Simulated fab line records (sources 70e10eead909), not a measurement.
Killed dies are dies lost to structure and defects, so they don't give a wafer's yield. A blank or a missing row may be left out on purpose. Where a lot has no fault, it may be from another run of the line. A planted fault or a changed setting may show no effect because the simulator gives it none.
Matching of chambers | flow nandHarc | 3 sister chambers for NHARC_A_M1_DEP_33 on pecvd-02
The step deposits SiCN, target thk 30 nm. 6 wafers are shown with their chamber, then 10 later ones without.

## WAFERS PAIRED WITH THEIR CHAMBERS
wafer  | chamber | heaterPowerW (W) | rfFwdPowerW (W)
L079.3 | 2       | 571              | 449.0
L079.6 | 2       | 569              | 449.8
L081.2 | 1       | 546              | 449.0
L081.5 | 0       | 712              | 451.0
L084.1 | 0       | 643              | 451.1
L084.4 | 1       | 557              | 446.2

## WAFERS MISSING THEIR CHAMBER
wafer  | heaterPowerW (W) | rfFwdPowerW (W)
L084.5 | 663              | 449.6
L093.1 | 532              | 446.5
L093.2 | 654              | 448.9
L093.3 | 520              | 449.6
L092.1 | 618              | 450.6
L092.3 | 594              | 448.8
L092.5 | 624              | 448.9
L095.3 | 636              | 447.7
L095.5 | 639              | 449.1
L095.6 | 536              | 450.7

## WHICH CHAMBER EACH ONE RAN IN
wafer  | from the rows above          | in truth
L084.5 | can't be placed: 0 or 2      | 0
L093.1 | can't be placed: 1 or 2      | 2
L093.2 | can't be placed: 0 or 2 or 1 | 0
L093.3 | can't be placed: 2 or 1      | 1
L092.1 | can't be placed: 2 or 0 or 1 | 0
L092.3 | can't be placed: 2 or 1      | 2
L092.5 | can't be placed: 2 or 0 or 1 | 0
L095.3 | can't be placed: 2 or 1 or 0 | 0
L095.5 | can't be placed: 0 or 2 or 1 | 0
L095.6 | can't be placed: 2 or 1      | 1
Placed correctly: 0 of 10. Cannot be placed on the basis of these rows: 10; the candidates contain the true chamber in 10. 0 placed wrongly.
How it was worked out, from the rows above alone: a wafer's distance from a chamber is the root of the sum, over the readings, of the square of ((its reading less the chamber's mean) divided by the reading's scatter). The wafer belongs to the nearest chamber; if the next one is less than 2 further off, it can't be placed. Each chamber's mean is taken over the wafers shown for it. The scatter is the square root of a quotient: the sum, over the shown wafers, of each reading's squared deviation from its chamber's mean, divided by wafers minus chambers.
